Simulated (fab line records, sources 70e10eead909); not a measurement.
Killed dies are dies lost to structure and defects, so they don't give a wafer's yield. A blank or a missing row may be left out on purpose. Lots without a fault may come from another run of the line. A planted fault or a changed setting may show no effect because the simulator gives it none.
A struck lot beside a sound one | flow nand_harc | 18 steps out of a route of 1302
Sound: wafers L338.1, L338.3, L338.6. Struck: wafers L345.1, L345.2, L345.4. The cause comes at the end.
At each step with rows: each side's tool, then ch and its chambers, then its first start. Under that, the readings that differ: sound wafers | struck wafers | difference of the means | sigmas: that difference in standard deviations of wafers without a fault.
alike: readings whose means differ by less than 2 such deviations, and words and numbers that are the same on both sides. not compared: withheld readings, readings that some wafer has no value for, bounds like >300 that may hide the same value, and numbers for which the record gives no deviation and whose values overlap.
The two part at a step that has a row with sigmas, a row that says differs or no value, or rows on one side only. Numbers that don't overlap but have no deviation are shown without sigmas and don't part them. A reading that every wafer of one side lacks parts them only if that side has two wafers or more.

first, 1 step without rows for these wafers: NHARC_P_M1_SRD_25.
NHARC_P_M1_INSPECT_27:
  sound on defect_inspect-01, day 7 12:41; struck on defect_inspect-01, day 10 04:31
  alike: raw_defect_count
NHARC_P_M1_PRE_CLEAN_32: time 12 s.
  sound on pecvd-03 ch 0,1,2, day 7 12:45; struck on pecvd-03 ch 0,1,2, day 10 04:35
  alike: heater_power_w
NHARC_P_M1_DEP_33: deposits SiCN, target thk 30 nm.
  sound on pecvd-03 ch 0,1,2, day 7 12:50; struck on pecvd-03 ch 0,1,2, day 10 04:40
  alike: heater_power_w
then, 7 steps without rows for these wafers: NHARC_P_M2_DEP_00 (deposits SiOC, target thk 182.5 nm); NHARC_P_M2_DEHYDRATE_01 (time 120 s); NHARC_P_M2_HMDS_02 (time 30 s); NHARC_P_M2_COAT_34 (time 65 s); NHARC_P_M2_COAT_03 (resist thk 90 nm); NHARC_P_M2_SOFTBAKE_04 (time 55 s); NHARC_P_M2_EBR_05.
NHARC_P_M2_EXPOSE_06: exposes mask P M2, target cd 170 nm.
  sound on arfi_scanner-03 ch 0, day 7 13:49; struck on arfi_scanner-01 ch 0, day 10 05:47
  reading                      | sound                | struck            | difference | sigmas
  model.P_M2.overlay_x_nm (nm) | 0.4479 0.4479 0.4479 | 40.44 40.44 40.44 | +39.99     |
  alike: mask
then, 2 steps without rows for these wafers: NHARC_P_M2_PEB_07 (peb time 65 s); NHARC_P_M2_DEVELOP_08 (develop time 35 s).
NHARC_P_M2_CD_MEAS_09: target cd 170 nm.
  sound on cd_sem-02 ch 0, day 7 13:57; struck on cd_sem-02 ch 0, day 10 05:55
  alike: cd_nm
NHARC_P_M2_OVL_MEAS_10: pitch 340 nm.
  sound on overlay-01, day 7 14:02; struck on overlay-02, day 10 06:00
  reading           | sound       | struck         | difference | sigmas
  overlay_x_nm (nm) | 0.4 0.3 0.5 | 40.7 40.5 40.2 | +40.1      | +51
  alike: overlay_y_nm
NHARC_P_M2_INSPECT_11:
  sound on defect_inspect-02, day 7 14:04; struck on defect_inspect-02, day 10 06:02
  alike: raw_defect_count
-- the record jumps here: 17 days lie between the struck wafers' starts before and after (it left off in module P_M2 and takes up again in module END, whose first step shown is number 1302 of the route) --
NHARC_END_SORT_01:
  sound on prober-01 ch 0, day 25 10:44; struck on prober-02 ch 0, day 27 14:16
  alike: defect_limited_yield, killed_at_array, killed_at_other, killed_at_periphery, killed_dies, killed_open, killed_short

WHERE THEY PART
Only at NHARC_P_M2_OVL_MEAS_10, within this record. Later steps at which nothing parts them and some readings are alike: NHARC_P_M2_INSPECT_11, NHARC_END_SORT_01.

WHY: what the simulator had put in
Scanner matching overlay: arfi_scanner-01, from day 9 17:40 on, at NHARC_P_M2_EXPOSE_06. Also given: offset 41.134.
